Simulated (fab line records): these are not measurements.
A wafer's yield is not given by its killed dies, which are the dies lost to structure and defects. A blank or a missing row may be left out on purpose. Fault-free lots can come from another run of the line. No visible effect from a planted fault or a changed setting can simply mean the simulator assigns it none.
fab line records	flow nand_harc
record lots=7	wafers=21	last_day=22
route steps=1159 shown A_STAIRCASE@519 END@1159
lots that met no fault: taken from a fault-free run of the same line
start_h: start of the lot's first displayed wafer, in hours after the record's first day	wait_h: time in hours since the lot's previous step	" the same as in the row above	L1.1+2: a single row standing in for several wafers	- no value, or no start was given	* or withheld: withheld	< > ~ a bound
route shown NAME@n: NAME is a module with steps in the file, n the number in the route of the first one	usual: mean and standard deviation over wafers with no fault	same: alike in all rows	chamber/n: place in a boat	sites: the reading at each site	_std_site: standard deviation of those values	_edge_site: the outer-site mean with the inner-site mean subtracted	radius_mm: how far each site lies from the wafer's centre	mask NAME#n: copy n	behind: tool/chamber where the wafer was last shaped	hold: the reason the lot was held/the length of the hold in hours/how it ended	device: names the non-switching transistor (n, p or np)	end of line: the same wafers' tests at the end of the route	step lacking rows: just its recipe	killed: count of dies lost to structure and defects at first sort (not the wafer's yield)	map: shows each die of a wafer: x if killed, . if not, _ if none is there
set.NAME: the setting as run; set.NAME@STEP: as run at that earlier step	model.NAME: the simulator's own value behind a step, which no gauge read
certain route steps with their lots: each step a table, each wafer a row
services: a tool's chamber out of use, with start hour (start_h, from the record's first day; less than 0 if before it), hours out, and reason
## steps
# step NHARC_A_STAIRCASE_DEP_156
# recipe target_thk_a=500	temp_c=400	target_thk_nm=50	flow_sccm=200	rf_w=450	material=SiNx
# usual heater_power_w=703/100
lot.wafer	tool	chamber	start_h	wait_h	heater_power_w
L797.1	pecvd-02	1	227.62	0.1	817
L797.6	"	1	"	"	811
L797.4	"	0	"	"	571
L799.2	pecvd-03	1	248.03	1.0	809
L799.1	"	2	"	"	600
L799.3	"	0	"	"	761
L798.1	pecvd-03	1	250.49	0.1	788
L798.6	"	0	"	"	647
L798.5	"	2	"	"	653
L802.2	pecvd-02	2	262.62	0.1	701
L802.4	"	1	"	"	780
L802.5	"	2	"	"	705
L809.3	pecvd-02	1	309.64	0.1	851
L809.6	"	2	"	"	781
L809.5	"	1	"	"	677
L810.3	pecvd-01	2	309.78	0.1	905
L810.2	"	0	"	"	498
L810.6	"	0	"	"	496
L811.1	pecvd-02	0	319.43	0.4	576
L811.5	"	2	"	"	789
L811.6	"	0	"	"	577
# step NHARC_A_STAIRCASE_DEHYDRATE_158
# recipe temp_c=150	time_s=120
# step NHARC_A_STAIRCASE_HMDS_159
# recipe time_s=30
# step NHARC_A_STAIRCASE_COAT_160
# recipe spin_rpm=1200
# step NHARC_A_STAIRCASE_SOFTBAKE_161
# recipe temp_c=135	time_s=170
# step NHARC_A_STAIRCASE_EBR_162
# step NHARC_A_STAIRCASE_EXPOSE_163
# recipe na=0.5	dose_mj=20.01	mask_id=STAIR_OPEN
# step NHARC_A_STAIRCASE_PEB_164
# recipe peb_temp_c=115	peb_time_s=130
# step NHARC_A_STAIRCASE_DEVELOP_165
# recipe time_s=140
# step NHARC_A_STAIRCASE_HARDBAKE_167
# recipe temp_c=120	time_s=140
# step NHARC_A_STAIRCASE_DESCUM_168
# recipe time_s=3	o2_flow_sccm=200	ar_flow_sccm=0	bias_power_w=0	chemistry=O2
# usual drypump_motor_current_A=5.8/0.44	oes_product_au=1.001/0.0097	rf_vpp_V=57.9/0.85	showerhead_plenum_p_Torr=1.95/0.078	throttle_valve_pct=11.309/0.0091
# same time_s=3
lot.wafer	tool	chamber	start_h	wait_h	drypump_motor_current_A	oes_product_au	rf_hours_counter_h	rf_vpp_V	showerhead_plenum_p_Torr	throttle_valve_pct
L797.1	rie_diel-04	2	228.60	-	5.9	0.995	44	56.9	1.91	11.308
L797.6	"	2	"	"	5.9	0.981	-	57.5	1.91	11.297
L797.4	"	0	"	"	6.3	0.992	-	57.5	1.99	11.305
L799.2	rie_diel-07	0	249.02	-	5.3	0.995	4	58.0	1.88	11.312
L799.1	"	1	"	"	6.1	0.995	5	57.5	1.80	11.293
L799.3	"	2	"	"	4.9	0.992	5	58.1	1.92	11.309
L798.1	rie_diel-05	1	251.35	-	6.1	0.998	30	57.7	1.93	11.315
L798.6	"	2	"	"	6.3	0.999	-	58.2	2.07	11.315
L798.5	"	1	"	"	6.1	1.004	-	58.8	1.93	11.298
L802.4	rie_diel-05	3	263.58	-	5.0	1.035	36	58.1	1.99	11.312
L802.2	"	2	"	"	6.3	1.011	36	57.9	2.06	11.311
L802.5	"	3	"	"	5.0	1.013	-	57.7	1.99	11.307
L809.3	rie_diel-04	0	310.59	-	6.3	1.007	3	59.6	1.98	11.298
L809.6	"	1	"	"	5.8	1.011	-	58.4	1.79	11.313
L809.5	"	2	"	"	5.9	0.998	-	58.0	1.90	11.282
L810.3	rie_diel-04	2	310.73	-	6.0	0.986	3	59.1	1.90	11.322
L810.2	"	1	"	"	5.8	1.007	3	57.3	1.79	11.326
L810.6	"	2	"	"	6.0	1.000	-	58.3	1.90	11.307
L811.1	rie_diel-04	3	320.25	-	5.9	0.998	8	58.6	1.95	11.304
L811.6	"	0	"	"	6.3	1.012	-	57.6	1.98	11.300
L811.5	"	1	"	"	5.8	1.005	-	57.3	1.79	11.307
# step NHARC_A_STAIRCASE_ETCH_169
# recipe target_depth_a=500	time_s=107.1	ion_energy_ev=120	ch3f_flow_sccm=50	o2_flow_sccm=30	ar_flow_sccm=200	rf_w=500	bias_w=100	chemistry=CH3F/O2
# usual drypump_motor_current_A=5.8/0.43	oes_product_au=0.953/0.02	rf_vpp_V=244.9/1.7	run_length_s=128.4/0.35	showerhead_plenum_p_Torr=2.49/0.1	throttle_valve_pct=20.662/0.0087	time_s=107.1/0
lot.wafer	tool	chamber	start_h	wait_h	drypump_motor_current_A	oes_product_au	rf_hours_counter_h	rf_vpp_V	run_length_s	showerhead_plenum_p_Torr	throttle_valve_pct	time_s
L797.1	rie_diel-04	0	228.76	0.2	6.3	0.929	43	245.1	127.9	2.55	20.661	107.1
L797.4	"	0	"	"	6.3	0.926	-	245.0	128.4	2.55	20.660	107.1
L797.6	"	2	"	"	5.9	0.922	-	245.6	128.3	2.46	20.652	107.1
L799.3	rie_diel-07	1	249.11	0.1	6.1	0.978	5	242.1	128.9	2.32	20.682	107.1
L799.1	"	2	"	"	4.8	0.975	5	244.1	128.9	2.46	20.650	107.1
L799.2	"	3	"	"	5.6	0.956	4	247.9	128.7	2.66	20.664	107.1
L798.1	rie_diel-05	3	251.45	0.1	5.0	0.955	31	247.1	128.3	2.56	20.660	107.1
L798.5	"	1	"	"	6.1	0.961	-	244.6	128.8	2.48	20.664	107.1
L798.6	"	2	"	"	6.3	0.931	-	246.9	128.2	2.65	20.672	107.1
L802.2	rie_diel-05	2	263.68	0.1	6.3	0.974	36	246.9	128.4	2.65	20.661	107.1
L802.4	"	3	"	"	5.0	0.981	36	245.6	128.6	2.55	20.675	107.1
L802.5	"	2	"	"	6.4	0.973	-	246.8	128.5	2.65	20.663	107.1
L809.3	rie_diel-04	2	310.67	0.1	5.9	0.943	3	244.9	96.3	2.45	20.663	74.97
L809.5	"	0	"	"	6.3	0.973	-	246.8	95.9	2.54	20.662	74.97
L809.6	"	1	"	"	5.8	0.955	-	242.1	96.1	2.31	20.662	74.97
L810.2	rie_diel-04	3	311.10	0.3	5.9	0.940	3	246.6	95.9	2.50	20.648	74.97
L810.3	"	0	"	"	6.2	0.941	4	245.1	95.8	2.54	20.659	74.97
L810.6	"	2	"	"	5.9	0.945	-	242.9	96.1	2.45	20.646	74.97
L811.1	rie_diel-04	3	320.37	0.1	5.9	0.957	8	245.1	95.8	2.50	20.660	74.97
L811.6	"	2	"	"	5.9	0.955	-	243.8	96.5	2.44	20.659	74.97
L811.5	"	3	"	"	5.9	0.958	-	244.5	95.8	2.50	20.680	74.97
# step NHARC_A_STAIRCASE_ETCH_170
# recipe target_depth_a=2000	time_s=66.667	ion_energy_ev=250	c4f6_flow_sccm=25	o2_flow_sccm=20	ar_flow_sccm=500	rf_w=600	bias_w=500	chemistry=C4F6/O2
# usual c4f6_flow_sccm=25.00/0.079	drypump_motor_current_A=5.8/0.42	oes_product_au=0.974/0.016	rf_vpp_V=548/3.1	run_length_s=88.0/0.33	showerhead_plenum_p_Torr=3.98/0.15	throttle_valve_pct=26.903/0.0088	time_s=66.667/0
lot.wafer	tool	chamber	start_h	wait_h	c4f6_flow_sccm	drypump_motor_current_A	oes_product_au	rf_hours_counter_h	rf_vpp_V	run_length_s	showerhead_plenum_p_Torr	throttle_valve_pct	time_s
L797.1	rie_diel-04	1	-	-	24.91	5.9	0.978	45	542	88.1	3.71	26.903	66.667
L797.4	"	0	"	"	25.07	6.3	0.974	-	550	87.6	4.07	26.900	66.667
L797.6	"	1	"	"	24.93	5.9	0.965	-	542	88.2	3.71	26.889	66.667
L799.3	rie_diel-07	0	-	-	25.17	5.3	0.982	4	546	87.4	3.86	26.903	66.667
L799.1	"	1	"	"	24.93	6.0	0.985	5	542	88.1	3.71	26.898	66.667
L799.2	"	2	"	"	24.88	4.9	0.990	5	547	88.4	3.93	26.908	66.667
L798.1	rie_diel-05	3	-	-	24.94	5.0	0.978	31	549	88.1	4.07	26.898	66.667
L798.5	"	0	"	"	25.06	5.3	0.994	-	551	88.1	4.17	26.911	66.667
L798.6	"	1	"	"	25.05	6.0	0.980	-	547	88.3	3.95	26.897	66.667
L802.2	rie_diel-05	0	-	-	25.09	5.3	0.979	35	552	87.7	4.16	26.916	66.667
L802.4	"	1	"	"	25.14	6.1	0.987	35	548	88.2	3.95	26.902	66.667
L802.5	"	1	"	"	25.08	6.1	0.992	-	548	88.6	3.95	26.901	66.667
L809.3	rie_diel-04	3	-	-	25.03	5.9	0.983	3	549	87.4	3.99	26.913	66.667
L809.6	"	0	"	"	25.01	6.4	0.998	-	550	87.6	4.05	26.891	66.667
L809.5	"	1	"	"	24.96	5.9	0.984	-	543	87.7	3.70	26.900	66.667
L810.3	rie_diel-04	2	-	-	25.07	6.0	0.969	3	546	88.1	3.91	26.885	66.667
L810.2	"	0	"	"	24.94	6.4	0.958	4	549	88.3	4.05	26.901	66.667
L810.6	"	1	"	"	24.90	5.9	0.980	-	542	87.9	3.70	26.909	66.667
L811.1	rie_diel-04	0	-	-	25.03	6.3	0.971	8	549	87.6	4.05	26.920	66.667
L811.5	"	1	"	"	25.00	5.9	0.989	-	542	87.9	3.70	26.911	66.667
L811.6	"	2	"	"	25.00	6.0	0.981	-	546	87.9	3.90	26.900	66.667
# step NHARC_END_SORT_01
# recipe temp_c=25
# usual killed_at_array=27/12	killed_at_other=0.8/1	killed_at_periphery=4.0/2.5	killed_dies=32/11	killed_open=3.3/1.8	killed_short=2.0/1.5
# same gross_dies=677
lot.wafer	tool	chamber	start_h	wait_h	killed_at_array	killed_at_other	killed_at_periphery	killed_dies	killed_open	killed_short
L798.1	prober-02	0	459.51	2.5	15	0	7	22	4	2
L798.5	prober-02	0	462.69	3.7	9	0	5	14	4	0
L798.6	prober-02	0	463.49	4.0	9	1	6	16	0	1
L809.3	prober-02	0	505.79	3.1	673	1	3	677	1	0
L809.5	prober-02	0	507.38	3.7	673	1	3	677	9	1
L809.6	prober-02	0	508.18	4.0	672	1	4	677	2	3
L810.2	prober-01	0	508.53	2.8	670	0	7	677	3	1
L810.3	prober-01	0	509.31	3.1	670	0	7	677	4	1
L810.6	prober-01	0	511.67	3.9	673	1	3	677	2	2
L811.1	prober-02	0	512.84	2.6	671	1	5	677	5	3
L811.5	prober-02	0	516.07	3.7	673	0	4	677	8	1
L811.6	prober-02	0	516.88	4.0	674	0	3	677	5	2
# killed by level:class
L798.1 A_STAIRCASE:chamber_film_flake=4 A_CHANNEL_HOLE_D1:chamber_film_flake=3 P_CONTACT:geometric_particle:open=2 P_ZERO_WELL:chamber_film_flake=2 P_BONDPAD:chamber_film_flake=2 A_SLIT:chamber_film_flake=2 P_M0:geometric_particle:short=1 A_SOURCE_PLATE:geometric_particle:open=1
L798.5 P_BONDPAD:chamber_film_flake=5 A_CONTACT:geometric_particle:open=3 A_SGD_CUT:chamber_film_flake=2 A_M0:geometric_particle:open=1 A_CHANNEL_HOLE_D1:chamber_film_flake=1 A_CHANNEL_FILL_D1:chamber_film_flake=1 A_STAIRCASE:chamber_film_flake=1
L798.6 P_BONDPAD:chamber_film_flake=6 A_CHANNEL_HOLE_D1:chamber_film_flake=4 A_STAIRCASE:chamber_film_flake=2 A_SGD_CUT:chamber_film_flake=2 STARTING-WAFER:geometric_particle:short=1 A_ZERO_WELL:chamber_film_flake=1
L809.3 A_STAIRCASE:area_etch=640 A_CHANNEL_HOLE_D1:chamber_film_flake=15 A_SLIT:chamber_film_flake=11 A_SGD_CUT:chamber_film_flake=3 P_M2:chamber_film_flake=2 P_M2:geometric_particle:open=1 A_ZERO_WELL:chamber_film_flake=1 A_CHANNEL_FILL_D1:chamber_film_flake=1
L809.5 A_STAIRCASE:area_etch=629 A_CHANNEL_HOLE_D1:chamber_film_flake=15 A_SLIT:chamber_film_flake=11 A_CHANNEL_FILL_D1:geometric_particle:open=3 A_WL_FILL:chamber_film_flake=3 A_CONTACT:geometric_particle:open=2 A_STAIRCASE:chamber_film_flake=2 A_CONTACT:chamber_film_flake=2
L809.6 A_STAIRCASE:area_etch=635 A_CHANNEL_HOLE_D1:chamber_film_flake=21 A_SLIT:chamber_film_flake=11 P_GATE:geometric_particle:short=1 P_M2:geometric_particle:open=1 A_CONTACT:geometric_particle:short=1 A_BLC:geometric_particle:short=1 A_M1:geometric_particle:open=1
L810.2 A_STAIRCASE:area_etch=652 P_GATE:chamber_film_flake=6 A_CONTACT:chamber_film_flake=6 A_BLC:chamber_film_flake=3 A_CHANNEL_HOLE_D1:chamber_film_flake=3 A_STAIRCASE:chamber_film_flake=2 A_CHANNEL_HOLE_D1:geometric_particle:open=1 A_WL_FILL:geometric_particle:open=1
L810.3 A_STAIRCASE:area_etch=656 A_CHANNEL_HOLE_D1:chamber_film_flake=5 A_STAIRCASE:chamber_film_flake=4 P_STI:chamber_film_flake=2 P_GATE:chamber_film_flake=2 A_BLC:chamber_film_flake=2 P_GATE:geometric_particle:open=1 P_CONTACT:geometric_particle:open=1
L810.6 A_STAIRCASE:area_etch=653 A_CHANNEL_HOLE_D1:chamber_film_flake=7 A_BLC:chamber_film_flake=4 A_CONTACT:chamber_film_flake=4 P_M0:geometric_particle:open=1 A_WL_FILL:geometric_particle:short=1 A_CONTACT:geometric_particle:short=1 A_M1:geometric_particle:open=1
L811.1 A_STAIRCASE:area_etch=634 A_CHANNEL_HOLE_D1:chamber_film_flake=13 A_SLIT:chamber_film_flake=9 P_M0:chamber_film_flake=3 A_STAIRCASE:chamber_film_flake=3 A_WL_FILL:chamber_film_flake=3 A_CONTACT:chamber_film_flake=2 P_M0:geometric_particle:short=1
L811.5 A_STAIRCASE:area_etch=630 A_CHANNEL_HOLE_D1:chamber_film_flake=16 A_SLIT:chamber_film_flake=16 A_BLC:geometric_particle:open=3 A_STAIRCASE:chamber_film_flake=3 A_CONTACT:geometric_particle:open=2 P_CONTACT:geometric_particle:open=1 P_M1:geometric_particle:open=1
L811.6 A_STAIRCASE:area_etch=626 A_CHANNEL_HOLE_D1:chamber_film_flake=20 A_SLIT:chamber_film_flake=15 A_STAIRCASE:chamber_film_flake=5 A_CONTACT:chamber_film_flake=3 P_M1:geometric_particle:open=2 P_M0:geometric_particle:open=1 A_ONON_D1:geometric_particle:short=1
# map L809.3 (x killed, . not)
____________x____________
_________xxxxxxx_________
_______xxxxxxxxxxx_______
______xxxxxxxxxxxxx______
_____xxxxxxxxxxxxxxx_____
____xxxxxxxxxxxxxxxxx____
____xxxxxxxxxxxxxxxxx____
___xxxxxxxxxxxxxxxxxxx___
___xxxxxxxxxxxxxxxxxxx___
__xxxxxxxxxxxxxxxxxxxxx__
__xxxxxxxxxxxxxxxxxxxxx__
_xxxxxxxxxxxxxxxxxxxxxxx_
_xxxxxxxxxxxxxxxxxxxxxxx_
_xxxxxxxxxxxxxxxxxxxxxxx_
_xxxxxxxxxxxxxxxxxxxxxxx_
_xxxxxxxxxxxxxxxxxxxxxxx_
xxxxxxxxxxxxxxxxxxxxxxxxx
xxxxxxxxxxxxxxxxxxxxxxxxx
xxxxxxxxxxxxxxxxxxxxxxxxx
xxxxxxxxxxxxxxxxxxxxxxxxx
xxxxxxxxxxxxxxxxxxxxxxxxx
_xxxxxxxxxxxxxxxxxxxxxxx_
_xxxxxxxxxxxxxxxxxxxxxxx_
_xxxxxxxxxxxxxxxxxxxxxxx_
_xxxxxxxxxxxxxxxxxxxxxxx_
_xxxxxxxxxxxxxxxxxxxxxxx_
__xxxxxxxxxxxxxxxxxxxxx__
__xxxxxxxxxxxxxxxxxxxxx__
___xxxxxxxxxxxxxxxxxxx___
___xxxxxxxxxxxxxxxxxxx___
____xxxxxxxxxxxxxxxxx____
____xxxxxxxxxxxxxxxxx____
_____xxxxxxxxxxxxxxx_____
______xxxxxxxxxxxxx______
_______xxxxxxxxxxx_______
_________xxxxxxx_________
____________x____________
# map L810.2 (x killed, . not)
____________x____________
_________xxxxxxx_________
_______xxxxxxxxxxx_______
______xxxxxxxxxxxxx______
_____xxxxxxxxxxxxxxx_____
____xxxxxxxxxxxxxxxxx____
____xxxxxxxxxxxxxxxxx____
___xxxxxxxxxxxxxxxxxxx___
___xxxxxxxxxxxxxxxxxxx___
__xxxxxxxxxxxxxxxxxxxxx__
__xxxxxxxxxxxxxxxxxxxxx__
_xxxxxxxxxxxxxxxxxxxxxxx_
_xxxxxxxxxxxxxxxxxxxxxxx_
_xxxxxxxxxxxxxxxxxxxxxxx_
_xxxxxxxxxxxxxxxxxxxxxxx_
_xxxxxxxxxxxxxxxxxxxxxxx_
xxxxxxxxxxxxxxxxxxxxxxxxx
xxxxxxxxxxxxxxxxxxxxxxxxx
xxxxxxxxxxxxxxxxxxxxxxxxx
xxxxxxxxxxxxxxxxxxxxxxxxx
xxxxxxxxxxxxxxxxxxxxxxxxx
_xxxxxxxxxxxxxxxxxxxxxxx_
_xxxxxxxxxxxxxxxxxxxxxxx_
_xxxxxxxxxxxxxxxxxxxxxxx_
_xxxxxxxxxxxxxxxxxxxxxxx_
_xxxxxxxxxxxxxxxxxxxxxxx_
__xxxxxxxxxxxxxxxxxxxxx__
__xxxxxxxxxxxxxxxxxxxxx__
___xxxxxxxxxxxxxxxxxxx___
___xxxxxxxxxxxxxxxxxxx___
____xxxxxxxxxxxxxxxxx____
____xxxxxxxxxxxxxxxxx____
_____xxxxxxxxxxxxxxx_____
______xxxxxxxxxxxxx______
_______xxxxxxxxxxx_______
_________xxxxxxx_________
____________x____________
## services
tool	chamber	start_h	hours	kind
rie_diel-07	0	204.09	19.9	repair
rie_diel-04	-	206.60	0.8	repair
pecvd-01	1	211.18	4.8	repair
rie_diel-04	0	218.92	-	clean
rie_diel-04	1	218.92	-	clean
rie_diel-04	2	218.92	-	clean
rie_diel-04	3	218.92	-	clean
rie_diel-07	-	228.70	9.0	pm
pecvd-01	-	237.10	13.0	pm
pecvd-02	0	237.98	7.2	repair
rie_diel-04	0	243.42	-	clean
rie_diel-04	1	243.42	-	clean
rie_diel-04	2	243.42	-	clean
rie_diel-04	3	243.42	-	clean
rie_diel-05	0	250.14	1.2	repair
rie_diel-07	3	259.11	11.9	repair
rie_diel-07	0	266.82	8.3	repair
rie_diel-04	0	267.92	-	clean
rie_diel-04	1	267.92	-	clean
rie_diel-04	1	269.64	10.0	repair
pecvd-01	0	273.46	5.9	repair
rie_diel-07	1	284.16	23.1	repair
rie_diel-04	-	288.90	9.0	pm
pecvd-03	-	292.16	13.0	pm
## key
first_sign step=NHARC_A_STAIRCASE_ETCH_169	reading=time_s	direction=down	sigmas=99+	usual=*	struck=*
effect step=NHARC_A_STAIRCASE_ETCH_169	reading=run_length_s	direction=down	sigmas=91	usual=*	struck=*
effect step=NHARC_END_SORT_01	reading=killed_dies	direction=up	sigmas=58	usual=32	struck=677
more_kills_born_at NHARC_A_STAIRCASE_ETCH_169@rie_diel-04=5755
met_at NHARC_A_STAIRCASE_ETCH_169
struck_wafers L809.3,L809.5,L809.6,L810.2,L810.3,L810.6,L811.1,L811.5,L811.6
later_rows_left_out L809.3,L809.5,L809.6,L810.2,L810.3,L810.6,L811.1,L811.5,L811.6
tester_left_out L809,L810,L811
onset_between 263.68 310.67
fault kind=recipe_version_skew	tool=rie_diel-04,rie_diel-05,rie_diel-07	chamber=-	onset_h=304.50	steps=NHARC_A_STAIRCASE_ETCH_169	wrong_recipe.time_s=*
# tester_left_out: of these lots the tester's yield and bins aren't shown, on N5 and GAA mostly nor the transistor test; their killed dies are dies lost to structure and defects alone, not to doping, threshold or leakage, so they don't give the yield
# later_rows_left_out: the simulator's readings of these wafers behind a module that went badly wrong aren't trusted and aren't shown, but for the sort
